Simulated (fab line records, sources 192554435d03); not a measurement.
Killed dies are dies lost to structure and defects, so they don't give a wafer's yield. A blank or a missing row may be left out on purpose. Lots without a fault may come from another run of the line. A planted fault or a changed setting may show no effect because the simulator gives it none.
Chamber matching | flow n5_finfet | N5_MIM_TOP_LITHO_DESCUM_10 on rie_diel-06: 4 sister chambers
The step chemistry O2, time 7.9 s. 7 wafers are shown with their chamber, then 7 later ones without.

WAFERS WITH THEIR CHAMBER
wafer  | chamber | drypump_motor_current_A (A) | showerhead_plenum_p_Torr (Torr)
L188.5 | 2       | 5.67                        | 2.08
L189.4 | 3       | 6.06                        | 2.09
L189.5 | 1       | 5.94                        | 2.11
L195.5 | 0       | 5.56                        | 1.99
L195.6 | 1       | 5.92                        | 2.10
L198.2 | 0       | 5.52                        | 1.99
L198.4 | 3       | 6.03                        | 2.08

WAFERS WITHOUT THEIR CHAMBER
wafer  | drypump_motor_current_A (A) | showerhead_plenum_p_Torr (Torr)
L198.5 | 5.92                        | 2.10
L199.1 | 5.93                        | 2.10
L199.2 | 5.54                        | 1.99
L199.4 | 6.04                        | 2.08
L201.1 | 6.05                        | 2.08
L201.2 | 5.64                        | 2.07
L201.3 | 5.56                        | 1.99

WHICH CHAMBER EACH WENT THROUGH
wafer  | from the rows above | in truth
L198.5 | 1                   | 1
L199.1 | 1                   | 1
L199.2 | 0                   | 0
L199.4 | 3                   | 3
L201.1 | 3                   | 3
L201.2 | 2                   | 2
L201.3 | 0                   | 0
Placed correctly: 7 of 7. Can't be placed from these rows: 0. Placed wrongly: 0.
How it was worked out, from the rows above alone: a wafer's distance from a chamber is the root of the sum, over the readings, of the square of ((its reading less the chamber's mean) divided by the reading's scatter). The wafer belongs to the nearest chamber; if the next one is less than 2 further off, it can't be placed. A chamber's mean is the mean of its shown wafers. The scatter: the root of (the sum of the squares of (reading less its chamber's mean) over the shown wafers, divided by (wafers less chambers)).
